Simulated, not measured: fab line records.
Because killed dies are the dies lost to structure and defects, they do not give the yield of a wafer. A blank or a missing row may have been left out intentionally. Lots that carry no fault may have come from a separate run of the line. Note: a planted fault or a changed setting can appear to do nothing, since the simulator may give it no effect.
A lot that was struck, set against a sound lot | flow n5_finfet | 36 out of 1938 route steps
Sound: these wafers, L685.1, L685.2, L685.3. Struck: wafer L705.2. (L705.6 of the same lot was not struck and is left out.) The cause comes at the end.
Order at every step that has rows: each side's tool, ch and its chambers, its first start. Under that, the readings that differ: sound wafers | struck wafers | difference of the means | sigmas: that difference in standard deviations of wafers without a fault.
alike: readings whose means differ by less than 2 such deviations, and words and numbers that are the same on both sides. not compared: withheld readings, readings that some wafer has no value for, bounds like >300 that may hide the same value, and numbers for which the record gives no deviation and whose values overlap.
The two part at a step that has a row with sigmas, a row that says differs or no value, or rows on one side only. Numbers that have no deviation but don't overlap get no sigmas and don't part them. A reading that every wafer of one side lacks parts them only if that side has two wafers or more.

first, 9 steps without rows for these wafers: N5_BEOL_M4_ANNEAL_95 (time 240 s); N5_BEOL_M4_SPUTTER_96 (material Cu, target thk 4.5 nm, time 8.29 s); N5_BEOL_M4_ECD_50 (material Cu, target thk 300 nm); N5_BEOL_M4_ANNEAL_51 (time 90 s); N5_BEOL_M4_CMP_52 (polishes, stops on SiOC, t overpolish 6.8 s, target thk 40 nm); N5_BEOL_M4_PRE_CLEAN_60 (time 15 s); N5_BEOL_M4_CO_CAP_55 (material Co, precursor CCTBA/H2, target thk 2 nm, time 102.1 s); N5_BEOL_M4_PRE_CLEAN_56 (time 15 s); N5_BEOL_M4_DEP_57 (deposits SiCN from 3MS/NH3, target thk 8 nm, time 14 s).
N5_BEOL_M4_RC_MEAS_101:
  sound on prober-02 ch 0, day 8 11:58; struck on prober-02 ch 0, day 13 16:10
  reading       | sound       | struck | difference | sigmas
  ION_N (uA/um) | 675 688 693 | 663    | -22        | -2
  alike: DIBL_N, DIBL_P, IOFF_N, IOFF_P, ION_P, SS_N, SS_P, VT_N, VT_P
then, 24 steps without rows for these wafers: N5_BEOL_M5_ILD_DEP_00 (deposits SiCOH lowk from DEMS/porogen, target thk 140.64 nm, time 25.9 s); N5_BEOL_M5_CURE_79 (cures SiCOH lowk, time 240 s); N5_BEOL_M5_PECVD_70 (deposits SiO2 from TEOS/O2, target thk 16 nm, time 18 s); N5_BEOL_M5_HM_DEP_02 (deposits TiN, target thk 20 nm); N5_BEOL_M5_COAT_59 (time 60 s, resist thk 60 nm); N5_BEOL_M5_COAT_60 (time 60 s, resist thk 12 nm); N5_BEOL_M5_COAT_71 (time 60 s, resist thk 5 nm); N5_BEOL_M5_COAT_05 (resist thk 30 nm); N5_BEOL_M5_EBR_07; N5_BEOL_M5_SOFTBAKE_06 (time 60 s); N5_BEOL_M5_EXPOSE_08 (exposes mask M5, target cd 28 nm); N5_BEOL_M5_PEB_09 (peb time 60 s); N5_BEOL_M5_DEVELOP_10 (develop time 30 s); N5_BEOL_M5_DESCUM_16 (chemistry O2, time 7 s); N5_BEOL_M5_ETCH_72 (etches underlayer in N2/H2, target depth 6.5 nm, time 5.2 s); N5_BEOL_M5_ETCH_61 (etches SiARC in CF4, target depth 15.6 nm, time 26 s); N5_BEOL_M5_ETCH_62 (etches SOC in N2/H2, target depth 75 nm, overetch 15 nm, time 112.5 s); N5_BEOL_M5_STRIP_63 (strips in N2/H2); N5_BEOL_M5_STRIP_73 (strips in N2/H2); N5_BEOL_M5_STRIP_64 (strips in CF4); N5_BEOL_M5_HM_OPEN_17 (chemistry Cl2/BCl3, target TiN, target depth 20 nm, overetch 6 nm); N5_BEOL_M5_STRIP_19 (strips in O2); N5_BEOL_M5_COAT_65 (time 60 s, resist thk 60 nm); N5_BEOL_M5_COAT_66 (time 60 s, resist thk 12 nm).
N5_BEOL_M7_VIA_ETCH_34: etches SiCOH lowk in C4F6/O2, target depth 125.5 nm, time 50.5 s.
  sound on rie_diel-03 ch 1,2,3, day 9 12:37; struck on rie_diel-03 ch 0, day 14 20:46
  reading                                  | sound             | struck | difference | sigmas
  oes_product_au (a.u.)                    | 0.94 0.83 0.70    | 0.49   | -0.33      | -4
  rf_hours_counter_h (h)                   | 7 99 209          | 240    | +135       |
  rf_vpp_V (V)                             | 664 655 662       | 678    | +18        | +2
  model.etch.depth_nm (nm)                 | 124.8 125.1 121.3 | 67.26  | -56.47     |
  model.SOC_of_BEOL_M7_COAT_63.thk_nm (nm) | 54 54 54.2        | 56.8   | +2.7       |
  alike: drypump_motor_current_A, oes_f_703_au, showerhead_plenum_p_Torr, throttle_valve_pct
  not compared: model.BEOL_M7.cd_nm
-- here the record skips 3 days between the struck wafers' starts before and after, leaving off in module BEOL_M7 and picking up in module PASSIVATION (first step shown: number 1936 of the route) --
N5_PASSIVATION_PROBE_49:
  record: rows for the struck wafers here (prober-02, day 18 05:39), none for the sound ones

## WHERE THEY PART
Earliest at N5_BEOL_M4_RC_MEAS_101; latest, in this record, at N5_PASSIVATION_PROBE_49.

WHY: what the simulator had put in
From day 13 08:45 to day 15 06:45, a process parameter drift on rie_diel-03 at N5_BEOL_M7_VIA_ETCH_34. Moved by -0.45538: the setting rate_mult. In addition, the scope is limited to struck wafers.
